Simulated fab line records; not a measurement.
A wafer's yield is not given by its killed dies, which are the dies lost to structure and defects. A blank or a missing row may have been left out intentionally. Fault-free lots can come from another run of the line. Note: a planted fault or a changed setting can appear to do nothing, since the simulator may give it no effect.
Comparing a struck lot with a sound one    flow n5-finfet    16 steps out of a route of 1938
Sound: these wafers, L499.1, L499.4, L499.6. Struck: wafer L516.5 (left out: L516.1, L516.6 of the same lot, which were not struck); the cause appears at the end.
Order at every step that has rows: each side's tool, ch and its chambers, its first start. Under that, the readings that differ: sound wafers    struck wafers    difference of the means    sigmas: that difference in standard deviations of wafers without a fault.
alike: same words and numbers on both sides, and readings whose means sit less than 2 such deviations apart. not compared: any withheld reading, any reading some wafer has no value for, any bound like >300 that may hide the same value, and any number with overlapping values for which the record gives no deviation.
A row with sigmas, a row that says differs or no value, or rows on one side alone: a step with any of these is where the two part. When numbers do not overlap yet have no deviation, they are printed without sigmas and do not part them. A reading that every wafer of one side lacks parts them only if that side has two wafers or more.

first, 2 steps without rows for these wafers: N5_DUMMY_GATE_STRIP_38 (strips in N2/H2); N5_DUMMY_GATE_STRIP_39 (strips in N2/H2).
N5_DUMMY_GATE_TRIM_49: chemistry O2, time 29 s, target cd 14 nm.
  sound on rie-si-05 ch 0,1, day 3 15:52; struck on rie-si-05 ch 1, day 8 00:47
  alike: drypump-motor-current-A, oes-product-au, rf-fwd-power-W, throttle-valve-pct
  not compared: rf-hours-counter-h
then, 1 step without rows for these wafers: N5_DUMMY_GATE_STRIP_40 (strips in CF4).
N5_DUMMY_GATE_CD_MEAS_50: the cd target is 14 nm.
  sound on cd-sem-01 at day 3 16:01; struck on cd-sem-01 at day 8 00:57
  alike: cd-nm
N5_DUMMY_GATE_ETCH_31: etches SiO2 in C4F6/O2, target depth 82.5 nm, time 27.5 s.
  sound on rie-diel-02 ch 0,2,3, day 3 16:04; struck on rie-diel-02 ch 2, day 8 01:01
  alike: bias-w, drypump-motor-current-A, oes-product-au, rf-fwd-power-W, rf-vpp-V, showerhead-plenum-p-Torr, throttle-valve-pct
  not compared: rf-hours-counter-h
N5_DUMMY_GATE_STRIP_41: strips in O2.
  sound on rie-diel-02 ch 0,2,3, day 3 16:06; struck on rie-diel-02 ch 2, day 8 01:04
  alike: drypump-motor-current-A, oes-product-au, rf-vpp-V, showerhead-plenum-p-Torr, throttle-valve-pct
  not compared: rf-hours-counter-h
N5_DUMMY_GATE_HM_OPEN_21: chemistry CH3F/O2, target SiNx, target depth 120 nm, time 171.4 s.
  sound on rie-diel-02 ch 0,2,3, day 3 16:08; struck on rie-diel-02 ch 2, day 8 01:06
  alike: bias-w, drypump-motor-current-A, oes-product-au, rf-fwd-power-W, rf-vpp-V, showerhead-plenum-p-Torr, throttle-valve-pct
  not compared: rf-hours-counter-h
N5_DUMMY_GATE_ETCH_32: etches SiO2 in CF4, target depth 3.5 nm, time 3.9 s.
  sound on rie-si-02 ch 0,1, day 3 16:18; struck on rie-si-02 ch 2, day 8 01:16
reading                 sound           struck  difference  sigmas
throttle-valve-pct (%)  22.1 22.5 22.1  21.4    -0.8        -3
  alike: bias-w, cf4-flow-sccm, drypump-motor-current-A, oes-product-au, rf-fwd-power-W
  not compared: rf-hours-counter-h
then, 2 steps without rows for these wafers: N5_DUMMY_GATE_ETCH_23 (etches poly-Si in HBr/Cl2/O2, target depth 41 nm, time 22.3 s); N5_DUMMY_GATE_ETCH_44 (etches poly-Si in HBr/O2, stops on SiO2, target depth 127.5 nm).
N5_DUMMY_GATE_CD_MEAS_24: the cd target is 15 nm.
  sound on cd-sem-02 at day 3 16:30; struck on cd-sem-01 at day 8 01:28
  alike: cd-nm
N5_DUMMY_GATE_ETCH_42: etches SiO2 in CHF3/O2, target depth 3.5 nm, time 31 s.
  sound on rie-diel-02 ch 2,3, day 3 16:33; struck on rie-diel-05 ch 3, day 8 01:35
reading       sound              struck  difference  sigmas
bias-w (W)    12.03 12.02 11.99  13.45   +1.44       +39
rf-vpp-V (V)  41.9 43.2 43.4     48.6    +5.8        +5
  alike: drypump-motor-current-A, oes-product-au, rf-fwd-power-W, showerhead-plenum-p-Torr, throttle-valve-pct
  not compared: rf-hours-counter-h
then, 1 step without rows for these wafers: N5_DUMMY_GATE_STRIP_48 (strips in N2/H2, time 20 s).
-- the record jumps here: 8 days lie between the struck wafers' starts before and after (it left off in module DUMMY_GATE and takes up again in module BEOL_M4, whose first step shown is number 1111 of the route) --
N5_BEOL_M4_RC_MEAS_101:
  sound on prober-01 ch 0, day 11 19:55; struck on prober-02 ch 0, day 15 22:40
  alike: DIBL_N, DIBL_P, IOFF_N, IOFF_P, ION_N, ION_P, SS_N, SS_P, VT_N, VT_P
-- a jump in the record: the struck wafers' starts before and after are 6 days apart (it breaks off in module BEOL_M4 and resumes in module PASSIVATION, where the first step shown is number 1936 of the route) --
N5_PASSIVATION_PROBE_49:
  only the struck wafers here have rows in the record (prober-01, day 21 16:22); the sound ones have none

== WHERE THEY PART ==
At N5_DUMMY_GATE_ETCH_32 first; at N5_PASSIVATION_PROBE_49 last (within this record only).

WHY: whatever the simulator had introduced
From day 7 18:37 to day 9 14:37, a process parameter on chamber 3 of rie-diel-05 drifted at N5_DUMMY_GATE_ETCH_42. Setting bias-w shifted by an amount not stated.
